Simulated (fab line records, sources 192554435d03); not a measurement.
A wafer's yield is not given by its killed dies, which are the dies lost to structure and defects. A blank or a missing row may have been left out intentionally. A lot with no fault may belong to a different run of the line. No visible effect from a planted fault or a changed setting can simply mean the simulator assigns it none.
Lot-split experiment / flow n5_finfet / 7 lots, 39 wafers read, on a route of 1938 steps

== ON THE SPLIT ==
At N5_MIM_TOP_LITHO_DEVELOP_07 (develop time 60 s), the setting develop_time_s was moved away from the recipe's 60 s on 18 of the 39 wafers read, by -58.1% to +58.9%. All remaining wafers had this setting at the recipe value.

== BETWEEN THE SPLIT AND THE READING: the file shows 1 step in between ==
- N5_MIM_TOP_LITHO_HARDBAKE_09: time 120 s

== THE READING ==
cd_nm, in nm, at N5_MIM_TOP_LITHO_CD_MEAS_08 (target cd 2000 nm). Fault-free wafers of this fab line usually give 2000.0 nm, standard deviation 1.9 nm.

wafer=L076.1; tool, chamber at the split=litho_track-05, 0; develop_time_s as run, s=29.92; against the recipe=-50.1%; cd_nm, nm=2014.1; against lot-mates on the recipe=+14.7
wafer=L076.2; tool, chamber at the split=litho_track-05, 0; develop_time_s as run, s=60; against the recipe=recipe; cd_nm, nm=2000.8; against lot-mates on the recipe=-
wafer=L076.3; tool, chamber at the split=litho_track-05, 0; develop_time_s as run, s=60; against the recipe=recipe; cd_nm, nm=1999.4; against lot-mates on the recipe=-
wafer=L076.4; tool, chamber at the split=litho_track-05, 0; develop_time_s as run, s=29.92; against the recipe=-50.1%; cd_nm, nm=2016.3; against lot-mates on the recipe=+16.9
wafer=L076.5; tool, chamber at the split=litho_track-05, 0; develop_time_s as run, s=60; against the recipe=recipe; cd_nm, nm=1998.1; against lot-mates on the recipe=-
wafer=L076.6; tool, chamber at the split=litho_track-05, 0; develop_time_s as run, s=29.92; against the recipe=-50.1%; cd_nm, nm=2012.9; against lot-mates on the recipe=+13.5
wafer=L081.2; tool, chamber at the split=litho_track-05, 0; develop_time_s as run, s=60; against the recipe=recipe; cd_nm, nm=1998.2; against lot-mates on the recipe=-
wafer=L081.3; tool, chamber at the split=litho_track-05, 0; develop_time_s as run, s=60; against the recipe=recipe; cd_nm, nm=2000.0; against lot-mates on the recipe=-
wafer=L081.5; tool, chamber at the split=litho_track-05, 0; develop_time_s as run, s=60; against the recipe=recipe; cd_nm, nm=1998.9; against lot-mates on the recipe=-
wafer=L083.1; tool, chamber at the split=litho_track-01, 0; develop_time_s as run, s=60; against the recipe=recipe; cd_nm, nm=1995.7; against lot-mates on the recipe=-
wafer=L083.2; tool, chamber at the split=litho_track-01, 0; develop_time_s as run, s=31.18; against the recipe=-48.0%; cd_nm, nm=2009.0; against lot-mates on the recipe=+12.2
wafer=L083.3; tool, chamber at the split=litho_track-01, 0; develop_time_s as run, s=60; against the recipe=recipe; cd_nm, nm=1998.5; against lot-mates on the recipe=-
wafer=L083.4; tool, chamber at the split=litho_track-01, 0; develop_time_s as run, s=31.18; against the recipe=-48.0%; cd_nm, nm=2008.4; against lot-mates on the recipe=+11.6
wafer=L083.5; tool, chamber at the split=litho_track-01, 0; develop_time_s as run, s=60; against the recipe=recipe; cd_nm, nm=1996.2; against lot-mates on the recipe=-
wafer=L083.6; tool, chamber at the split=litho_track-01, 0; develop_time_s as run, s=31.18; against the recipe=-48.0%; cd_nm, nm=2007.6; against lot-mates on the recipe=+10.8
wafer=L084.1; tool, chamber at the split=litho_track-05, 0; develop_time_s as run, s=60; against the recipe=recipe; cd_nm, nm=2001.5; against lot-mates on the recipe=-
wafer=L084.2; tool, chamber at the split=litho_track-05, 0; develop_time_s as run, s=40.87; against the recipe=-31.9%; cd_nm, nm=2009.3; against lot-mates on the recipe=+7.3
wafer=L084.3; tool, chamber at the split=litho_track-05, 0; develop_time_s as run, s=40.87; against the recipe=-31.9%; cd_nm, nm=2010.0; against lot-mates on the recipe=+8.0
wafer=L084.4; tool, chamber at the split=litho_track-05, 0; develop_time_s as run, s=60; against the recipe=recipe; cd_nm, nm=2000.7; against lot-mates on the recipe=-
wafer=L084.5; tool, chamber at the split=litho_track-05, 0; develop_time_s as run, s=60; against the recipe=recipe; cd_nm, nm=2003.8; against lot-mates on the recipe=-
wafer=L084.6; tool, chamber at the split=litho_track-05, 0; develop_time_s as run, s=40.87; against the recipe=-31.9%; cd_nm, nm=2007.6; against lot-mates on the recipe=+5.6
wafer=L086.1; tool, chamber at the split=litho_track-04, 0; develop_time_s as run, s=60; against the recipe=recipe; cd_nm, nm=2001.9; against lot-mates on the recipe=-
wafer=L086.2; tool, chamber at the split=litho_track-04, 0; develop_time_s as run, s=60; against the recipe=recipe; cd_nm, nm=2001.2; against lot-mates on the recipe=-
wafer=L086.3; tool, chamber at the split=litho_track-04, 0; develop_time_s as run, s=25.12; against the recipe=-58.1%; cd_nm, nm=2019.6; against lot-mates on the recipe=+18.5
wafer=L086.4; tool, chamber at the split=litho_track-04, 0; develop_time_s as run, s=25.12; against the recipe=-58.1%; cd_nm, nm=2015.5; against lot-mates on the recipe=+14.4
wafer=L086.5; tool, chamber at the split=litho_track-04, 0; develop_time_s as run, s=25.12; against the recipe=-58.1%; cd_nm, nm=2019.2; against lot-mates on the recipe=+18.1
wafer=L086.6; tool, chamber at the split=litho_track-04, 0; develop_time_s as run, s=60; against the recipe=recipe; cd_nm, nm=2000.3; against lot-mates on the recipe=-
wafer=L090.1; tool, chamber at the split=litho_track-01, 0; develop_time_s as run, s=60; against the recipe=recipe; cd_nm, nm=1998.5; against lot-mates on the recipe=-
wafer=L090.2; tool, chamber at the split=litho_track-01, 0; develop_time_s as run, s=48.93; against the recipe=-18.4%; cd_nm, nm=2003.2; against lot-mates on the recipe=+3.7
wafer=L090.3; tool, chamber at the split=litho_track-01, 0; develop_time_s as run, s=60; against the recipe=recipe; cd_nm, nm=1998.0; against lot-mates on the recipe=-
wafer=L090.4; tool, chamber at the split=litho_track-01, 0; develop_time_s as run, s=48.93; against the recipe=-18.4%; cd_nm, nm=2000.3; against lot-mates on the recipe=+0.8
wafer=L090.5; tool, chamber at the split=litho_track-01, 0; develop_time_s as run, s=48.93; against the recipe=-18.4%; cd_nm, nm=2004.2; against lot-mates on the recipe=+4.7
wafer=L090.6; tool, chamber at the split=litho_track-01, 0; develop_time_s as run, s=60; against the recipe=recipe; cd_nm, nm=2002.1; against lot-mates on the recipe=-
wafer=L096.1; tool, chamber at the split=litho_track-01, 0; develop_time_s as run, s=60; against the recipe=recipe; cd_nm, nm=1997.4; against lot-mates on the recipe=-
wafer=L096.2; tool, chamber at the split=litho_track-01, 0; develop_time_s as run, s=95.32; against the recipe=+58.9%; cd_nm, nm=1989.9; against lot-mates on the recipe=-7.2
wafer=L096.3; tool, chamber at the split=litho_track-01, 0; develop_time_s as run, s=60; against the recipe=recipe; cd_nm, nm=1997.5; against lot-mates on the recipe=-
wafer=L096.4; tool, chamber at the split=litho_track-01, 0; develop_time_s as run, s=95.32; against the recipe=+58.9%; cd_nm, nm=1989.7; against lot-mates on the recipe=-7.4
wafer=L096.5; tool, chamber at the split=litho_track-01, 0; develop_time_s as run, s=60; against the recipe=recipe; cd_nm, nm=1996.4; against lot-mates on the recipe=-
wafer=L096.6; tool, chamber at the split=litho_track-01, 0; develop_time_s as run, s=95.32; against the recipe=+58.9%; cd_nm, nm=1992.2; against lot-mates on the recipe=-4.9

THE FIT
A straight line over all 39 wafers: cd_nm changes by -0.232 nm for each +1% of develop_time_s; r = -0.92; the points scatter about the line by 2.9 nm.
The same after taking each lot's own level away (the mean of its wafers on the recipe; 39 wafers): -0.213 nm for each +1%; r = -0.93; scatter 2.5 nm.
That fit puts the effect of the largest move of develop_time_s on the reading at 13 nm.
The lots' own levels span 1996.80 to 2002.00 nm, that is 2.7 times the standard deviation above.
Hence the lot-to-lot level has little effect on the slope; both slopes agree.
Check: for one of the wafers moved furthest among these (+58.9%), held out of the fit, the line's prediction against its lot-mates is -12.2 nm. Against them it came out at -7.2 nm.

== ADDITIONAL SPLITS CARRIED BY THESE WAFERS ==
Before the reading, these wafers also passed through other splits. Each is held against what the fit with the lots' levels taken away leaves over:
other split on the same wafers=N5_BEOL_M11_PECVD_70 time_s; wafers away from the commonest value=15; r with cd_nm (lot level and that fit taken away)=+0.00
other split on the same wafers=N5_BEOL_M14_SPUTTER_43 target_thk_a; wafers away from the commonest value=12; r with cd_nm (lot level and that fit taken away)=-0.09

== THE WHOLE CHAIN: every reading that the file lists as answering this split, in the file's order ==
step=N5_MIM_TOP_LITHO_CD_MEAS_08; what it does=target cd 2000 nm; reading=cd_nm; change (the file's fit)=-0.227 nm for each +1% of the setting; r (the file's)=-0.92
step=N5_MIM_TOP_LITHO_DESCUM_10; what it does=chemistry O2, time 7.9 s; reading=MIM_TOP_LITHO.cd_nm (the simulator's own value, which no gauge read); change (the file's fit)=-0.226 nm for each +1% of the setting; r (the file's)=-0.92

== THE FILE'S OWN FIT ==
cd_nm changes by -0.227 nm for each +1% of develop_time_s, r = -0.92.
